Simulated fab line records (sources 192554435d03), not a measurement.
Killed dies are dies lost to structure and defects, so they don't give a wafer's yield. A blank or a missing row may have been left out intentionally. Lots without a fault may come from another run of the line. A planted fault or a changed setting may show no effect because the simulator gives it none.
Matching of chambers + flow n5_finfet + 4 sister chambers for N5_HKMG_FIN_STRIP_92 on rie_diel-03
The step strips SOC in N2/H2, time 20 s. 18 wafers are shown with their chamber, then 9 later ones without.

== WAFERS, EACH WITH ITS CHAMBER ==
| wafer  | chamber | drypump_motor_current_A (A) | showerhead_plenum_p_Torr (Torr) | throttle_valve_pct (%) |
|--------|---------|-----------------------------|---------------------------------|------------------------|
| L074.1 | 3       | 5.5                         | 3.46                            | 19.9                   |
| L074.2 | 1       | 6.4                         | 3.42                            | 19.0                   |
| L074.4 | 2       | 5.4                         | 3.46                            | 18.9                   |
| L076.2 | 1       | 6.3                         | 3.42                            | 19.0                   |
| L076.3 | 3       | 5.5                         | 3.45                            | 20.0                   |
| L076.5 | 0       | 5.8                         | 3.33                            | 18.8                   |
| L078.1 | 1       | 6.3                         | 3.41                            | 19.0                   |
| L078.2 | 0       | 5.8                         | 3.33                            | 18.8                   |
| L078.6 | 0       | 5.8                         | 3.33                            | 18.8                   |
| L079.2 | 2       | 5.4                         | 3.45                            | 18.9                   |
| L079.3 | 1       | 6.4                         | 3.41                            | 19.0                   |
| L079.6 | 2       | 5.4                         | 3.45                            | 18.9                   |
| L081.2 | 3       | 5.5                         | 3.45                            | 19.6                   |
| L081.5 | 3       | 5.5                         | 3.45                            | 19.5                   |
| L081.6 | 0       | 5.8                         | 3.32                            | 18.9                   |
| L082.1 | 1       | 6.3                         | 3.41                            | 19.0                   |
| L082.3 | 3       | 5.5                         | 3.45                            | 19.5                   |
| L082.4 | 0       | 5.8                         | 3.32                            | 18.9                   |

SIGNATURES (means of the wafers above)
| reading                  | chamber 0 | chamber 1 | chamber 2 | chamber 3 | scatter within a chamber |
|--------------------------|-----------|-----------|-----------|-----------|--------------------------|
| drypump_motor_current_A  | 5.800     | 6.340     | 5.400     | 5.500     | 0.0293                   |
| showerhead_plenum_p_Torr | 3.3260    | 3.4140    | 3.4533    | 3.4520    | 0.00526                  |
| throttle_valve_pct       | 18.840    | 19.000    | 18.900    | 19.700    | 0.129                    |
Rule: distance of a wafer from a chamber = root of the sum over the readings of ((wafer's reading minus chamber's mean) / reading's scatter) squared. The wafer belongs to the nearest chamber; if the next one is less than 2 further off, it can't be placed. The scatter: the root of (the sum of the squares of (reading less its chamber's mean) over the shown wafers, divided by (wafers less chambers)).

== WAFERS WITH NO CHAMBER GIVEN ==
| wafer  | drypump_motor_current_A (A) | showerhead_plenum_p_Torr (Torr) | throttle_valve_pct (%) |
|--------|-----------------------------|---------------------------------|------------------------|
| L090.2 | 6.4                         | 3.40                            | 19.0                   |
| L090.4 | 6.4                         | 3.40                            | 19.0                   |
| L090.5 | 5.5                         | 3.44                            | 19.6                   |
| L094.2 | 5.4                         | 3.43                            | 19.0                   |
| L094.3 | 5.5                         | 3.43                            | 19.6                   |
| L094.5 | 5.3                         | 3.43                            | 19.0                   |
| L097.1 | 6.3                         | 3.39                            | 19.0                   |
| L097.4 | 5.8                         | 3.31                            | 18.5                   |
| L097.5 | 5.5                         | 3.43                            | 19.6                   |

== THE CHAMBER EACH PASSED THROUGH ==
| wafer  | from the rows above | in truth |
|--------|---------------------|----------|
| L090.2 | 1                   | 1        |
| L090.4 | 1                   | 1        |
| L090.5 | 3                   | 3        |
| L094.2 | 2                   | 2        |
| L094.3 | 3                   | 3        |
| L094.5 | 2                   | 2        |
| L097.1 | 1                   | 1        |
| L097.4 | 0                   | 0        |
| L097.5 | 3                   | 3        |
Correctly placed: 9 of 9. Left unplaced by these rows: 0. Number placed wrongly: 0.
